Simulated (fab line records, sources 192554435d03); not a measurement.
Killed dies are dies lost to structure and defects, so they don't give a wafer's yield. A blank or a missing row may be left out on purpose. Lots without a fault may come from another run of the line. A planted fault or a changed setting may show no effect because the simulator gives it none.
fab line records | flow n5_finfet
record lots=7 wafers=21 last_day=18
route steps=1938 shown BEOL_M11@1590 BEOL_M12@1602
lots that met no fault: from a run of the same line without faults
start_h: hours from the record's first day to the start of the lot's first wafer shown | wait_h: hours since the lot's step before | " the same as in the row above | L1.1+2: a row that stands for several wafers | - no value, or no start given | * or withheld: withheld | < > ~ a bound
route shown NAME@n: a module of which the file shows steps, and the number in the route of the first | usual: mean/standard deviation of fault-free wafers | same: alike in all rows | chamber/n: place in a boat | sites: the reading at each site | _std_site: their standard deviation | _edge_site: outer sites' mean less inner sites' | radius_mm: how far each site lies from the wafer's centre | mask NAME#n: copy n | behind: the tool/chamber that last shaped the wafer | hold: why the lot was held/for how many hours/how that ended | device: the transistor (n, p or np) that didn't switch | end of line: the same wafers' tests at the end of the route | a step without rows: its recipe alone | killed: dies lost to structure and defects at the first sort, not the wafer's yield | map: a wafer's dies, x killed, . not, _ none there
set.NAME: the setting as run; set.NAME@STEP: as run at that earlier step | model.NAME: the simulator's own value behind a step, which no gauge read
lots at some steps of the route; a table a step, a row a wafer
services: from which hour (start_h, from the record's first day; less than 0 if before it) a tool's chamber was out of use, for how many hours, and why
## steps
# step N5_BEOL_M11_ALD_74
# recipe material=TaN target_thk_a=20 temp_c=275 ald_precursor_family=PDMAT ald_co_reactant=NH3 pressure_torr=3 carrier_flow_sccm=1500 pulse_time_s=2 purge_time_s=3 co_reactant_purge_time_s=2 co_reactant_pulse_time_s=3 ald_cycles=40 precursor_vessel_temp_c=75 precursor_vessel_pressure_torr=26.25 precursor_vessel_carrier_sccm=1000
# usual heater_power_w=433/42 precursor_vessel_carrier_sccm=1000/3.2
# columns lot.wafer tool chamber start_h wait_h heater_power_w precursor_vessel_carrier_sccm
L709.1 ald_metal-03 0 269.34 0.1 399 1002
L709.2 " 3 " " 358 999
L709.3 " 1 " " 415 999
L710.1 ald_metal-03 0 272.08 0.0 409 997
L710.3 " 3 " " 364 995
L710.4 " 1 " " 422 1000
L711.1 ald_metal-04 3 276.70 0.1 503 999
L711.2 " 2 " " 388 1004
L711.5 " 3 " " 495 996
L722.1 ald_metal-04 3 341.58 0.3 490 1000
L722.3 " 0 " " 493 1004
L722.4 " 2 " " 402 1001
L723.2 ald_metal-04 0 354.64 0.1 485 995
L723.5 " 2 " " 403 1003
L723.6 " 1 " " 424 999
L729.3 ald_metal-04 2 390.92 0.0 397 999
L729.5 " 0 " " 480 1000
L729.6 " 3 " " 501 999
L730.1 ald_metal-04 2 399.88 0.0 387 1002
L730.4 " 3 " " 497 998
L730.6 " 1 " " 424 1001
# step N5_BEOL_M11_SURFACE_TREAT_76
# recipe gas=Ar time_s=* ion_energy_ev=* ion_current_ma_cm2=0.5 pressure_mtorr=* ar_flow_sccm=30
# usual throttle_valve_pct=*
# same time_s=*
# columns lot.wafer tool chamber start_h wait_h throttle_valve_pct
L709.1 pvd_sputter-03 - 269.96 0.5 *
L709.2 " - " " *
L709.3 " - " " *
L710.1 pvd_sputter-01 - 272.37 0.2 *
L710.3 " - " " *
L710.4 " - " " *
L711.1 pvd_sputter-01 - 277.05 0.2 *
L711.2 " - " " *
L711.5 " - " " *
L722.1 pvd_sputter-03 - 343.29 1.6 *
L722.3 " - " " *
L722.4 " - " " *
L723.2 pvd_sputter-02 - 354.97 0.2 *
L723.5 " - " " *
L723.6 " - " " *
L729.3 pvd_sputter-01 - 391.26 0.2 *
L729.5 " - " " *
L729.6 " - " " *
L730.1 pvd_sputter-02 - 400.19 0.2 *
L730.4 " - " " *
L730.6 " - " " *
# step N5_BEOL_M11_CVD_75
# recipe material=Co target_thk_a=20 temp_c=withheld precursor=CCTBA/H2 pressure_torr=30 time_s=138.9
# step N5_BEOL_M11_SPUTTER_48
# recipe material=Cu target_thk_a=120 temp_c=-20 bias_v=60 power_w=26000 chamber_pressure_pa=0.13 time_s=2
# step N5_BEOL_M11_ECD_50
# recipe material=Cu target_thk_a=3180
# step N5_BEOL_M11_ANNEAL_51
# recipe temp_c=225 time_s=90 ambient=N2
# usual wafer_temp_C_max=225.8/0.32
# same time_s=90
# columns lot.wafer tool chamber start_h wait_h wafer_temp_C_max
L709.1 rtp_anneal-01 0 271.64 0.1 225.5
L709.2 " 0 " " 225.8
L709.3 " 0 " " 225.5
L710.1 rtp_anneal-02 0 272.82 0.1 225.9
L710.3 " 0 " " 226.0
L710.4 " 0 " " 226.1
L711.1 rtp_anneal-01 0 277.52 0.1 225.5
L711.2 " 0 " " 225.1
L711.5 " 0 " " 225.6
L722.1 rtp_anneal-02 0 344.43 0.1 226.2
L722.3 " 0 " " 226.3
L722.4 " 0 " " 226.0
L723.2 rtp_anneal-01 0 355.43 0.1 225.8
L723.5 " 0 " " 225.7
L723.6 " 0 " " 225.8
L729.3 rtp_anneal-02 0 391.89 0.2 225.5
L729.5 " 0 " " 225.7
L729.6 " 0 " " 225.7
L730.1 rtp_anneal-01 0 400.79 0.1 225.9
L730.4 " 0 " " 225.9
L730.6 " 0 " " 225.8
# step N5_BEOL_M11_CMP_52
# recipe stop_on=SiCOH_lowk t_overpolish_s=7 down_force_psi=1 platen_rpm=50 clearing_platen_down_force_psi=1.5 clearing_platen_rpm=50 post_cmp_clean=cu_alkaline target_thk_nm=140 clearing_platen_pad_velocity_m_s=0.99484 pad_velocity_m_s=0.99484
# step N5_BEOL_M11_THK_MEAS_53
# recipe thk_meas_gauge=xrf reads=Cu_of_BEOL_M11_ECD_50
# usual M11_THK=140.8/2.6
# columns lot.wafer tool chamber start_h wait_h M11_THK[nm]
L709.1 film_metro-02 - 272.23 - 138.5
L709.2 " - " " 143.4
L709.3 " - " " 138.2
L710.1 film_metro-01 - 273.68 - 138.8
L710.3 " - " " 144.6
L710.4 " - " " 143.6
L711.1 film_metro-01 - 278.12 - 140.0
L711.2 " - " " 141.8
L711.5 " - " " 142.1
L722.1 film_metro-02 - 345.02 - 143.4
L722.3 " - " " 137.6
L722.4 " - " " 139.5
L723.2 film_metro-01 - 355.98 - 136.2
L723.5 " - " " 142.3
L723.6 " - " " 141.9
L729.3 film_metro-02 - 392.39 - 143.1
L729.5 " - " " 144.1
L729.6 " - " " 141.9
L730.1 film_metro-02 - 401.38 - 139.1
L730.4 " - " " 139.9
L730.6 " - " " 140.0
# step N5_BEOL_M11_PRE_CLEAN_55
# recipe gas=NH3 time_s=15 temp_c=withheld rf_power_w=300
# step N5_BEOL_M11_DEP_56
# recipe material=SiCN target_thk_a=300 temp_c=withheld precursor=3MS/NH3 pressure_torr=3 rf_w=675 time_s=10.5
# usual chamber_pressure_Torr=3.000/0.0066 rf_fwd_power_W=666/3.1 showerhead_plenum_p_Torr=4.166/0.018 throttle_valve_pct=18.1/0.99
# same time_s=10.5
# columns lot.wafer tool chamber start_h wait_h chamber_pressure_Torr rf_fwd_power_W showerhead_plenum_p_Torr throttle_valve_pct
L709.1 pecvd-04 2 272.29 0.0 3.000 667 4.136 17.0
L709.2 " 1 " " 2.987 669 4.152 17.8
L709.3 " 0 " " 3.004 670 4.180 17.9
L710.1 pecvd-02 0 273.76 0.0 3.003 665 4.178 18.1
L710.3 " 1 " " 2.999 663 4.165 18.9
L710.4 " 0 " " 2.997 664 4.193 18.1
L711.1 pecvd-04 1 278.18 0.0 2.998 669 4.145 17.8
L711.2 " 2 " " 2.993 666 4.136 16.9
L711.5 " 2 " " 2.995 664 4.134 16.6
L722.1 pecvd-02 1 345.08 0.0 3.005 662 4.170 18.9
L722.3 " 2 " " 2.993 667 4.168 17.4
L722.4 " 0 " " 2.997 668 4.185 17.9
L723.2 pecvd-04 1 356.04 0.0 3.006 666 4.152 18.4
L723.5 " 2 " " 2.999 668 4.142 16.7
L723.6 " 1 " " 3.008 667 4.150 17.9
L729.3 pecvd-02 0 392.45 0.0 2.995 664 4.188 18.0
L729.5 " 0 " " 3.009 666 4.183 18.0
L729.6 " 2 " " 3.002 669 4.169 17.3
L730.1 pecvd-02 2 401.44 0.0 3.007 667 4.166 17.3
L730.4 " 0 " " 2.999 666 4.194 18.2
L730.6 " 1 " " 2.998 661 4.170 19.2
# step N5_BEOL_M11_RS_MEAS_57
# recipe thk_meas_gauge=four-point-probe reads=Cu_of_BEOL_M11_ECD_50+Co_of_BEOL_M11_CVD_75+TaN_of_BEOL_M11_ALD_74
# usual M11_RS=0.150/0.003
# columns lot.wafer tool chamber start_h wait_h M11_RS[ohm/sq]
L709.1 film_metro-02 - 272.36 0.0 0.152
L709.2 " - " " 0.147
L709.3 " - " " 0.152
L710.1 film_metro-02 - 273.83 0.1 0.151
L710.3 " - " " 0.145
L710.4 " - " " 0.147
L711.1 film_metro-02 - 278.25 0.0 0.150
L711.2 " - " " 0.149
L711.5 " - " " 0.148
L722.1 film_metro-01 - 345.14 0.0 0.148
L722.3 " - " " 0.154
L722.4 " - " " 0.153
L723.2 film_metro-01 - 356.10 0.0 0.158
L723.5 " - " " 0.150
L723.6 " - " " 0.150
L729.3 film_metro-02 - 392.52 0.0 0.147
L729.5 " - " " 0.146
L729.6 " - " " 0.148
L730.1 film_metro-02 - 401.51 0.0 0.152
L730.4 " - " " 0.151
L730.6 " - " " 0.151
# step N5_BEOL_M11_INSPECT_58
# recipe inspect_instrument=darkfield mode=post_dep
# usual raw_defect_count=77/26
# columns lot.wafer tool chamber start_h wait_h raw_defect_count
L709.1 defect_inspect-02 - 272.38 0.0 83
L709.2 " - " " 39
L709.3 " - " " 83
L710.1 defect_inspect-01 - 273.86 0.0 90
L710.3 " - " " 77
L710.4 " - " " 54
L711.1 defect_inspect-01 - 278.27 0.0 128
L711.2 " - " " 120
L711.5 " - " " 109
L722.1 defect_inspect-02 - 345.17 0.0 76
L722.3 " - " " 82
L722.4 " - " " 73
L723.2 defect_inspect-01 - 356.13 0.0 63
L723.5 " - " " 70
L723.6 " - " " 57
L729.3 defect_inspect-01 - 392.54 0.0 73
L729.5 " - " " 64
L729.6 " - " " 74
L730.1 defect_inspect-01 - 401.53 0.0 81
L730.4 " - " " 52
L730.6 " - " " 43
# step N5_BEOL_M12_ILD_DEP_00
# recipe material=SiOC target_thk_a=6589.2 temp_c=350 precursor=DEMS/O2 pressure_torr=5 rf_w=500 time_s=130.7
# usual chamber_pressure_Torr=5.001/0.011 heater_power_outer_w=271/64 heater_power_w=513/91 showerhead_plenum_p_Torr=5.697/0.015 throttle_valve_pct=12.3/0.82 time_s=130.7/0
# columns lot.wafer tool chamber start_h wait_h chamber_pressure_Torr heater_power_outer_w heater_power_w showerhead_plenum_p_Torr throttle_valve_pct time_s
L709.1 pecvd-01 1 272.42 0.0 - - - - - -
L709.2 " 2 " " - - - - - -
L709.3 " 0 " " - - - - - -
L710.1 pecvd-02 1 273.90 0.0 - - - - - -
L710.3 " 0 " " - - - - - -
L710.4 " 1 " " - - - - - -
L711.1 pecvd-03 0 278.31 0.0 - - - - - -
L711.2 " 2 " " - - - - - -
L711.5 " 0 " " - - - - - -
L722.1 pecvd-02 2 345.21 0.0 5.000 254 468 5.710 11.2 130.7
L722.3 " 0 " " 5.030 256 535 5.701 12.0 130.7
L722.4 " 1 " " 5.010 226 453 5.697 12.8 130.7
L723.2 pecvd-03 0 356.16 0.0 4.987 314 597 5.696 12.7 130.7
L723.5 " 2 " " 5.026 228 440 5.697 11.4 130.7
L723.6 " 1 " " 5.003 355 599 5.655 12.5 130.7
L729.3 pecvd-02 0 392.58 0.0 5.007 198 476 5.729 12.1 130.7
L729.5 " 2 " " 5.003 259 480 5.703 11.4 130.7
L729.6 " 0 " " 5.028 221 500 5.701 12.2 130.7
L730.1 pecvd-01 0 401.57 0.0 4.994 440 784 5.680 14.6 130.7
L730.4 " 0 " " 4.988 340 623 5.688 14.6 130.7
L730.6 " 2 " " 5.004 255 472 5.694 12.0 130.7
# step N5_BEOL_M12_COAT_58
# recipe resist=BARC temp_c=205 time_s=60 spin_rpm=1500 resist_thk_nm=89
# step N5_BEOL_M12_COAT_04
# recipe spin_rpm=1625 resist_thk_nm=400
# step N5_BEOL_M12_EBR_06
# recipe solvent=PGMEA ebr_width_mm=1.5
# step N5_BEOL_M12_SOFTBAKE_05
# recipe temp_c=130 time_s=60
# step N5_BEOL_M12_EXPOSE_07
# recipe mask_id=V11 na=0.93 source_shape=conventional sigma_outer=0.6 polarization=unpolarized attpsm_phase_deg=180 dose_mj=32.5
# step N5_BEOL_M12_PEB_08
# recipe peb_temp_c=130 peb_time_s=90
# step N5_BEOL_M12_DEVELOP_09
# recipe develop_time_s=45 rinse_liquid=diw dry=air_spin dev_temp_c=21
# step N5_BEOL_M12_HARDBAKE_14
# recipe temp_c=130 time_s=120
# step N5_BEOL_M12_CD_MEAS_10
# recipe target_cd_nm=140 landing_energy_ev=500 detector=se_inlens polarity=opening
# usual cd_nm=141.1/2.1
# columns lot.wafer tool chamber start_h wait_h cd_nm
L709.1 cd_sem-01 0 272.85 - 138.9
L709.2 " 0 " " 140.1
L709.3 " 0 " " 141.5
L710.1 cd_sem-03 0 274.50 - 140.2
L710.3 " 0 " " 138.6
L710.4 " 0 " " 139.7
L711.1 cd_sem-01 0 278.74 - 142.7
L711.2 " 0 " " 139.3
L711.5 " 0 " " 141.6
L722.1 cd_sem-02 0 345.76 - 141.0
L722.3 " 0 " " 141.0
L722.4 " 0 " " 143.9
L723.2 cd_sem-03 0 356.61 - 144.6
L723.5 " 0 " " 143.2
L723.6 " 0 " " 139.9
L729.3 cd_sem-02 0 393.14 - 145.0
L729.5 " 0 " " 143.1
L729.6 " 0 " " 143.1
L730.1 cd_sem-03 0 402.05 - 139.5
L730.4 " 0 " " 141.5
L730.6 " 0 " " 144.0
# step N5_BEOL_M12_OVL_MEAS_11
# recipe points_per_wafer=44
# usual V11_OVL=-1/4.4
# columns lot.wafer tool chamber start_h wait_h V11_OVL[nm]
L709.1 overlay-02 0 272.88 0.0 2
L709.2 " 0 " " -7
L709.3 " 0 " " 6
L710.1 overlay-01 0 274.54 0.0 -11
L710.3 " 0 " " -3
L710.4 " 0 " " -5
L711.1 overlay-01 0 278.77 0.0 -3
L711.2 " 0 " " 1
L711.5 " 0 " " -6
L722.1 overlay-01 0 345.79 0.0 -7
L722.3 " 0 " " 4
L722.4 " 0 " " -2
L723.2 overlay-01 0 356.64 0.0 3
L723.5 " 0 " " -7
L723.6 " 0 " " 6
L729.3 overlay-02 0 393.17 0.0 4
L729.5 " 0 " " 4
L729.6 " 0 " " 4
L730.1 overlay-02 0 402.08 0.0 1
L730.4 " 0 " " -1
L730.6 " 0 " " 2
# step N5_BEOL_M12_INSPECT_12
# recipe mode=adi inspect_instrument=macro
# usual raw_defect_count=2.1/1.4
# columns lot.wafer tool chamber start_h wait_h raw_defect_count
L709.1 defect_inspect-01 - 272.91 0.0 5
L709.2 " - " " 2
L709.3 " - " " 1
L710.1 defect_inspect-01 - 274.56 0.0 3
L710.3 " - " " 3
L710.4 " - " " 4
L711.1 defect_inspect-02 - 278.80 0.0 2
L711.2 " - " " 2
L711.5 " - " " 1
L722.1 defect_inspect-01 - 345.82 0.0 4
L722.3 " - " " 2
L722.4 " - " " 1
L723.2 defect_inspect-02 - 356.67 0.0 2
L723.5 " - " " 0
L723.6 " - " " 0
L729.3 defect_inspect-02 - 393.19 0.0 1
L729.5 " - " " 2
L729.6 " - " " 1
L730.1 defect_inspect-01 - 402.11 0.0 3
L730.4 " - " " 1
L730.6 " - " " 2
# step N5_BEOL_M12_DESCUM_15
# recipe chemistry=O2 time_s=7.9 source_power_w=50 bias_power_w=20 pressure_mtorr=20 rf_frequency_hz=2.712e+07 temp_c=40 o2_flow_sccm=225
# step N5_BEOL_M12_ETCH_59
# recipe chemistry=N2/H2 target=BARC target_depth_a=890 overetch_a=267 time_s=67.9 ion_energy_ev=200 pressure_mtorr=30 source_w=840 bias_w=150 n2_flow_sccm=200 h2_flow_sccm=200
# usual drypump_motor_current_A=5.7/0.4 oes_product_au=0.70/0.076 rf_vpp_V=524.3/2.8 showerhead_plenum_p_Torr=2.56/0.098 throttle_valve_pct=17.91/0.21
# same time_s=67.9
# columns lot.wafer tool chamber start_h wait_h drypump_motor_current_A oes_product_au rf_hours_counter_h rf_vpp_V showerhead_plenum_p_Torr throttle_valve_pct
L709.1 rie_diel-06 2 272.98 0.0 5.4 0.77 27 525.3 2.59 17.72
L709.2 " 1 " " 5.5 0.74 45 521.5 2.49 17.57
L709.3 " 3 " " 5.5 0.72 56 522.2 2.47 18.13
L710.1 rie_diel-03 2 274.63 0.0 5.7 0.75 45 527.4 2.69 17.90
L710.3 " 0 " " 5.3 0.60 214 521.0 2.41 17.95
L710.4 " 3 " " 6.6 0.69 108 527.3 2.65 17.60
L711.1 rie_diel-06 0 278.97 0.0 6.5 0.64 163 520.7 2.44 17.88
L711.2 " 3 " " 5.6 0.72 59 522.3 2.47 18.13
L711.5 " 0 " " 6.5 0.64 - 519.9 2.44 17.91
L722.1 rie_diel-01 1 345.91 0.0 5.3 0.78 23 527.6 2.71 18.09
L722.3 " 1 " " 5.4 0.78 - 527.7 2.71 18.09
L722.4 " 2 " " 5.8 0.80 - 523.5 2.51 17.62
L723.2 rie_diel-03 0 356.74 0.0 5.3 0.59 246 521.1 2.39 18.01
L723.5 " 1 " " 5.7 0.76 - 524.5 2.61 18.08
L723.6 " 0 " " 5.3 0.58 - 520.4 2.39 18.01
L729.3 rie_diel-03 2 393.35 0.0 5.7 0.69 90 528.3 2.67 17.99
L729.5 " 3 " " 6.6 0.65 - 528.3 2.63 17.66
L729.6 " 2 " " 5.8 0.69 - 526.2 2.67 17.99
L730.1 rie_diel-06 1 402.18 0.0 5.4 0.69 92 521.9 2.47 17.64
L730.4 " 3 " " 5.5 0.68 100 521.8 2.46 18.19
L730.6 " 1 " " 5.4 0.69 - 521.6 2.47 17.65
# step N5_BEOL_M12_VIA_ETCH_16
# recipe chemistry=C4F8/O2/Ar target=SiOC pressure_mtorr=30 source_w=3000 bias_w=700 Ar_flow_sccm=400 C4F8_flow_sccm=15 O2_flow_sccm=8 he_inner_torr=15 he_outer_torr=30 target_depth_a=7248 time_s=withheld ion_energy_ev=250 ends=cleared
# usual O2_flow_sccm=7.999/0.024 drypump_motor_current_A=5.7/0.4 oes_product_au=0.74/0.083 rf_vpp_V=666/3.6 showerhead_plenum_p_Torr=3.43/0.13 throttle_valve_pct=24.23/0.25
# columns lot.wafer tool chamber start_h wait_h O2_flow_sccm drypump_motor_current_A oes_product_au rf_vpp_V showerhead_plenum_p_Torr throttle_valve_pct model.etch.depth_nm model.coat_of_BEOL_M12_COAT_04.thk_nm
L709.1 rie_diel-06 2 273.03 0.0 7.983 5.4 0.34 666 3.46 23.83 0 314.4
L709.2 " 1 " " 8.018 5.5 0.32 664 3.31 23.53 0 314.4
L709.3 " 3 " " 7.983 5.5 0.31 662 3.34 24.39 0 314
L710.1 rie_diel-03 2 274.68 0.0 8.018 5.8 0.33 670 3.63 24.25 0 313.6
L710.3 " 0 " " 7.998 5.4 0.26 660 3.26 24.14 0 314.4
L710.4 " 3 " " 7.990 6.6 0.31 671 3.57 23.92 0 315.8
L711.1 rie_diel-06 0 279.02 0.0 8.031 6.5 0.27 661 3.28 24.10 0 316.8
L711.2 " 3 " " 8.022 5.6 0.32 664 3.34 24.42 0 313.4
L711.5 " 0 " " 7.990 6.5 0.28 661 3.28 24.08 0 316
L722.1 rie_diel-01 1 345.98 0.1 8.015 5.3 0.83 670 3.62 24.49 644.1 126.2
L722.3 " 1 " " 8.025 5.3 0.83 671 3.62 24.48 641.8 128
L722.4 " 2 " " 7.981 5.8 0.85 665 3.36 23.98 667.2 121.8
L723.2 rie_diel-03 0 356.79 0.0 8.018 5.3 0.61 659 3.25 24.30 649.2 127.6
L723.5 " 1 " " 7.974 5.7 0.81 666 3.50 24.41 668.1 118.8
L723.6 " 0 " " 7.992 5.3 0.61 659 3.25 24.29 664.4 122.4
L729.3 rie_diel-03 2 393.40 0.0 7.982 5.7 0.73 670 3.60 24.44 657.3 127
L729.5 " 3 " " 7.984 6.7 0.68 670 3.55 24.11 665.3 127.2
L729.6 " 2 " " 7.980 5.7 0.73 671 3.60 24.43 662.4 124.8
L730.1 rie_diel-06 1 402.23 0.0 8.028 5.5 0.74 664 3.29 23.74 650.1 127
L730.4 " 3 " " 7.984 5.5 0.72 664 3.32 24.58 656.9 126.2
L730.6 " 1 " " 7.994 5.5 0.73 662 3.29 23.72 661.3 125
# step N5_BEOL_M12_STRIP_63
# recipe chemistry=N2/H2 power_w=1000 temp_c=250 h2_frac=0.65 overash_fraction=0.3 pressure_mtorr=1000 n2_flow_sccm=1750 h2_flow_sccm=3250
# usual drypump_motor_current_A=5.92/0.21 heater_power_w=368/19 oes_product_au=0.693/0.0048 strip_time_to_endpoint_s=42.8/0.78
# columns lot.wafer tool chamber start_h wait_h drypump_motor_current_A heater_power_w oes_product_au rf_hours_counter_h strip_time_to_endpoint_s
L709.1 plasma_asher-01 1 273.23 - 5.92 383 0.852 70 91.6
L709.2 " 0 " " 5.76 381 0.871 70 91.6
L709.3 " 1 " " 5.92 372 0.863 - 91.5
L710.1 plasma_asher-02 0 274.88 - 6.38 381 0.861 129 91.4
L710.3 " 1 " " 6.11 325 0.861 - 91.6
L710.4 " 0 " " 6.39 371 0.860 - 92.0
L711.1 plasma_asher-01 1 279.22 - 5.90 366 0.861 72 92.2
L711.2 " 0 " " 5.71 384 0.854 72 91.4
L711.5 " 1 " " 5.88 374 0.856 - 92.0
L722.1 plasma_asher-01 1 346.39 - 5.90 372 0.693 86 43.3
L722.3 " 0 " " 5.74 372 0.699 - 43.8
L722.4 " 1 " " 5.94 381 0.697 - 42.2
L723.2 plasma_asher-02 1 356.99 - 6.12 327 0.698 143 43.7
L723.5 " 1 " " 6.12 315 0.696 - 41.3
L723.6 " 0 " " 6.38 377 0.687 - 42.3
L729.3 plasma_asher-02 0 393.62 - 6.39 370 0.689 - 43.6
L729.5 " 1 " " 6.11 316 0.700 - 43.6
L729.6 " 0 " " 6.39 376 0.693 - 43.0
L730.1 plasma_asher-01 0 402.43 - 5.73 383 0.694 96 43.6
L730.4 " 0 " " 5.74 381 0.698 - 43.4
L730.6 " 0 " " 5.73 383 0.699 - 43.0
# step N5_BEOL_M12_STRIP_64
# recipe chemistry=N2/H2 power_w=1000 temp_c=250 h2_frac=0.65 overash_fraction=0.3 pressure_mtorr=withheld n2_flow_sccm=1750 h2_flow_sccm=3250
# step N5_BEOL_M12_STRIP_71
# recipe chemistry=post_etch_residue_remover time_s=60 temp_c=25 remover_ph=withheld remover_water_wt_pct=withheld remover_fluoride_wt_pct=withheld
# step N5_BEOL_M12_SRD_72
# recipe time_s=30 temp_c=23 rinse_liquid=diw dry=n2_spin spin_rpm=1500 dry_time_s=30
# step N5_BEOL_M12_CD_MEAS_17
# recipe target_cd_nm=140 polarity=opening
# usual cd_nm=141.2/2.3
# columns lot.wafer tool chamber start_h wait_h cd_nm
L709.1 cd_sem-02 - 273.43 0.0 -
L709.2 " - " " -
L709.3 " - " " -
L710.1 cd_sem-02 - 275.09 0.0 -
L710.3 " - " " -
L710.4 " - " " -
L711.1 cd_sem-01 - 279.43 0.0 -
L711.2 " - " " -
L711.5 " - " " -
L722.1 cd_sem-03 - 346.60 0.0 141.8
L722.3 " - " " 142.4
L722.4 " - " " 143.2
L723.2 cd_sem-03 - 357.20 0.0 143.1
L723.5 " - " " 143.9
L723.6 " - " " 138.8
L729.3 cd_sem-02 - 393.82 0.0 145.5
L729.5 " - " " 142.0
L729.6 " - " " 143.5
L730.1 cd_sem-01 - 402.64 0.0 141.2
L730.4 " - " " 142.4
L730.6 " - " " 145.8
# step N5_BEOL_M12_COAT_65
# recipe resist=SOC temp_c=250 time_s=60 spin_rpm=1500 resist_thk_nm=300
## services
# columns tool chamber start_h hours kind
rie_diel-06 2 254.76 7.2 repair
pecvd-01 - 256.66 1.3 repair
pecvd-02 2 271.16 5.5 scheduled_down
plasma_asher-01 - 292.38 3.7 repair
pecvd-01 2 293.32 26.4 repair
pecvd-02 0 298.62 5.5 scheduled_down
ald_metal-03 0 306.68 12.8 repair
pvd_sputter-01 - 312.40 8.6 repair
rie_diel-03 1 331.23 10.9 repair
pecvd-02 0 331.53 2.1 scheduled_down
pecvd-01 - 340.65 9.4 repair
plasma_asher-02 - 342.99 10.4 repair
rie_diel-01 0 343.61 9.4 repair
ald_metal-03 3 355.82 3.5 repair
rie_diel-01 1 360.24 5.1 repair
rie_diel-06 - 364.60 2.4 repair
rie_diel-03 0 368.14 - clean
rie_diel-03 0 368.14 - consumable_replace:focus_ring
rie_diel-03 0 368.14 - consumable_replace:showerhead
rie_diel-03 0 368.14 16.1 scheduled_down
pecvd-02 2 382.62 2.1 scheduled_down
ald_metal-03 0 393.29 25.9 repair
rtp_anneal-02 - 395.33 1.0 repair
pecvd-02 - 396.33 0.6 repair
## key
first_sign step=N5_BEOL_M12_ILD_DEP_00 reading=tool_record direction=missing
effect step=N5_BEOL_M12_VIA_ETCH_16 reading=oes_product_au direction=down sigmas=5.2 usual=0.74 struck=0.30
effect step=N5_BEOL_M12_STRIP_63 reading=strip_time_to_endpoint_s direction=up sigmas=63 usual=* struck=*
effect step=N5_BEOL_M12_CD_MEAS_17 reading=cd_nm direction=missing
model_effect step=N5_BEOL_M12_VIA_ETCH_16 value=etch.depth_nm without=655.7 struck=0
met_at N5_BEOL_M12_ILD_DEP_00
struck_wafers L709.1,L709.2,L709.3,L710.1,L710.3,L710.4,L711.1,L711.2,L711.5
later_rows_left_out L709.1,L709.2,L709.3,L710.1,L710.3,L710.4,L711.1,L711.2,L711.5
sort_left_out L709.1,L709.2,L709.3,L710.1,L710.3,L710.4,L711.1,L711.2,L711.5
fault kind=skipped_step_whole tool=pecvd-01,pecvd-02,pecvd-03 chamber=- onset_h=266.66 steps=N5_BEOL_M12_ILD_DEP_00 scope=struck_lots_only
# sort_left_out: the simulated sort isn't trusted on such a fault, so these wafers' sort isn't shown, and their yield isn't known
# later_rows_left_out: the simulator's readings of these wafers behind a module that went badly wrong aren't trusted and aren't shown, but for the sort
